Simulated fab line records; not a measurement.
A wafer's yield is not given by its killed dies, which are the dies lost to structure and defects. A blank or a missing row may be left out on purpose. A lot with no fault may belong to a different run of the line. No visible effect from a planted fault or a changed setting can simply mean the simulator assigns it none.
Chamber matching	flow nand_harc	NHARC_A_STAIRCASE_DEP_280 on pecvd-03: 3 sister chambers
The step deposits SiON, target thk 30 nm. 14 wafers are shown with their chamber, then 7 later ones without.

## WAFERS WITH THEIR CHAMBER
wafer	chamber	heater_power_outer_w (W)	heater_power_w (W)	rf_fwd_power_W (W)
L453.1	0	420	729	347.7
L453.2	2	562	930	346.8
L453.4	0	438	727	348.4
L455.1	1	542	822	348.7
L455.2	2	521	849	346.3
L455.3	0	482	784	347.0
L456.1	1	496	814	348.0
L456.4	1	506	787	347.5
L456.5	2	477	796	348.2
L457.4	0	478	810	346.9
L457.5	1	567	873	349.2
L457.6	2	456	782	350.1
L460.2	2	545	866	348.4
L460.5	2	526	889	348.1

SIGNATURES (means of the wafers above)
reading	chamber 0	chamber 1	chamber 2	scatter within a chamber
heater_power_outer_w	454.50	527.75	514.50	35.9
heater_power_w	762.50	824.00	852.00	47.4
rf_fwd_power_W	347.500	348.350	347.983	1.05
Rule: a wafer's distance from a chamber is the root of the sum, over the readings, of the square of ((its reading less the chamber's mean) divided by the reading's scatter). If the next closest chamber is less than 2 further off than the closest, the wafer can't be placed; otherwise it belongs to the closest. The scatter: take each reading less its chamber's mean, square it, sum over the shown wafers, divide by the number of wafers less the number of chambers, and take the root.

## WAFERS WITH NO CHAMBER GIVEN
wafer	heater_power_outer_w (W)	heater_power_w (W)	rf_fwd_power_W (W)
L460.6	412	711	347.9
L468.2	568	904	347.7
L468.3	545	890	349.0
L468.6	417	722	348.6
L470.1	445	715	346.9
L470.5	521	841	347.6
L470.6	525	850	348.6

## WHICH CHAMBER EACH ONE RAN IN
wafer	from the rows above	in truth
L460.6	0	0
L468.2	can't be placed: 2 or 1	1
L468.3	can't be placed: 2 or 1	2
L468.6	0	0
L470.1	0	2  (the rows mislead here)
L470.5	can't be placed: 2 or 1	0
L470.6	can't be placed: 1 or 2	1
2 of 7 placed correctly. Not placeable from these rows: 4 (in 3, the candidates include the true chamber). Number placed wrongly: 1.
